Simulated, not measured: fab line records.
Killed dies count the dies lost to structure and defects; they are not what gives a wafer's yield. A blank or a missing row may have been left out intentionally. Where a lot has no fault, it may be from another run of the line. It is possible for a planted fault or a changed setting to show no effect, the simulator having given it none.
Matching of chambers	flow n5_finfet	N5_FIN_SAQP_ETCH_64 on rie_si-03: 4 sister chambers
The step etches SiO2 in CF4, target depth 1.5 nm. 4 wafers are shown with their chamber, then 12 later ones without.

== WAFERS, EACH WITH ITS CHAMBER ==
wafer	chamber	throttle_valve_pct (%)
L082.6	3	21.77
L090.2	0	21.92
L091.2	2	21.18
L091.5	1	21.99

== WAFERS MISSING THEIR CHAMBER ==
wafer	throttle_valve_pct (%)
L093.1	21.91
L093.3	21.78
L093.5	21.20
L096.1	21.78
L096.2	21.97
L096.3	21.90
L096.4	21.20
L096.5	21.19
L096.6	21.78
L097.2	21.90
L097.3	21.19
L097.6	21.90

== CHAMBER TAKEN BY EACH ==
wafer	from the rows above	in truth
L093.1	0	0
L093.3	3	3
L093.5	2	2
L096.1	3	3
L096.2	can't be placed: 1 or 0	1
L096.3	0	0
L096.4	2	2
L096.5	2	2
L096.6	3	3
L097.2	0	0
L097.3	2	2
L097.6	0	0
11 of 12 placed correctly. Can't be placed from these rows: 1 (the true chamber is among the candidates in 1). Placed wrongly: 0.
How it was worked out, from the rows above alone: a wafer's distance from a chamber is the root of the sum, over the readings, of the square of ((its reading less the chamber's mean) divided by the reading's scatter). The wafer belongs to the nearest chamber; if the next one is less than 2 further off, it can't be placed. A chamber's mean is the mean of its shown wafers. The scatter: with one shown wafer a chamber, the root of the mean of the squares of how far each hidden wafer lies from its nearest shown one.
